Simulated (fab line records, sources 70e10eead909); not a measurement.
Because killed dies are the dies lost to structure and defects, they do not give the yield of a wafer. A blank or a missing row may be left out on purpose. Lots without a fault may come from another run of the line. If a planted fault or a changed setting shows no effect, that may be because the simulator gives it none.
Matching of chambers    flow nand harc    NHARC_A_CHANNEL_FILL_D1_ETCHBACK_20 on rie diel-10 has 4 sister chambers
The step etches the open film in C4F8/O2/Ar, target depth 27 nm, time 13.5 s. 16 wafers are shown with their chamber, then 8 later ones without.

WAFERS, EACH WITH ITS CHAMBER
wafer   chamber  rf vpp V (V)  oes product au (a.u.)
L074.1  1        973           0.93
L074.2  2        984           0.91
L074.4  0        977           0.93
L080.1  0        977           1.01
L080.3  3        969           1.01
L080.5  0        977           1.01
L082.1  1        971           1.00
L082.4  2        983           1.00
L082.6  2        984           1.01
L084.2  1        972           0.99
L084.3  0        977           1.01
L084.5  1        972           1.00
L091.3  3        969           0.99
L091.4  0        977           0.99
L091.6  3        969           0.99
L092.1  2        983           0.93

SIGNATURES (averages over the wafers above)
reading         chamber 0  chamber 1  chamber 2  chamber 3  scatter within a chamber
rf vpp V        977.00     972.00     983.50     969.00     0.5
oes product au  0.9900     0.9800     0.9625     0.9967     0.0364
Rule: a wafer's distance from a chamber is the root of the sum, over the readings, of the square of ((its reading less the chamber's mean) divided by the reading's scatter). If the next closest chamber is less than 2 further off than the closest, the wafer can't be placed; otherwise it belongs to the closest. The scatter is the square root of a quotient: the sum, over the shown wafers, of each reading's squared deviation from its chamber's mean, divided by wafers minus chambers.

WAFERS WITHOUT THEIR CHAMBER
wafer   rf vpp V (V)  oes product au (a.u.)
L092.2  976           0.93
L092.3  971           0.92
L096.1  972           1.02
L096.2  976           1.00
L096.6  977           0.99
L097.2  976           1.01
L097.3  983           1.01
L097.6  976           1.00

EACH ONE'S CHAMBER
wafer   from the rows above      in truth
L092.2  0                        0
L092.3  can't be placed: 1 or 3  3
L096.1  1                        1
L096.2  0                        0
L096.6  0                        0
L097.2  0                        0
L097.3  2                        2
L097.6  0                        0
Correct placement for 7 of the 8. Can't be placed from these rows: 1 (the true chamber is among the candidates in 1). Number placed wrongly: 0.
